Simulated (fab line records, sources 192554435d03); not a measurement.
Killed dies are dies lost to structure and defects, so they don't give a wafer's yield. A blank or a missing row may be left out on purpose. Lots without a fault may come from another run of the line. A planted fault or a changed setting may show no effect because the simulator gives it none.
Chamber matching | flow n5_finfet | N5_PMOS_HMC_CHANNEL_EPI_DESCUM_14 on rie_diel-03: 4 sister chambers
The step chemistry O2, time 7.9 s. 4 wafers are shown with their chamber, then 9 later ones without.

WAFERS WITH THEIR CHAMBER
wafer  | chamber | throttle_valve_pct (%)
L089.5 | 0       | 20.38
L089.6 | 3       | 20.76
L091.1 | 2       | 20.75
L091.6 | 1       | 20.50

WAFERS WITHOUT THEIR CHAMBER
wafer  | throttle_valve_pct (%)
L092.1 | 20.39
L092.2 | 20.50
L092.5 | 20.39
L093.1 | 20.40
L093.4 | 20.39
L093.5 | 20.76
L096.1 | 20.78
L096.3 | 20.78
L096.5 | 20.78

WHICH CHAMBER EACH WENT THROUGH
wafer  | from the rows above     | in truth
L092.1 | 0                       | 0
L092.2 | 1                       | 1
L092.5 | 0                       | 0
L093.1 | 0                       | 0
L093.4 | 0                       | 0
L093.5 | can't be placed: 3 or 2 | 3
L096.1 | can't be placed: 3 or 2 | 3
L096.3 | can't be placed: 3 or 2 | 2
L096.5 | can't be placed: 3 or 2 | 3
Placed correctly: 5 of 9. Can't be placed from these rows: 4 (the true chamber is among the candidates in 4). Placed wrongly: 0.
How it was worked out, from the rows above alone: a wafer's distance from a chamber is the root of the sum, over the readings, of the square of ((its reading less the chamber's mean) divided by the reading's scatter). The wafer belongs to the nearest chamber; if the next one is less than 2 further off, it can't be placed. A chamber's mean is the mean of its shown wafers. The scatter: with one shown wafer a chamber, the root of the mean of the squares of how far each hidden wafer lies from its nearest shown one.
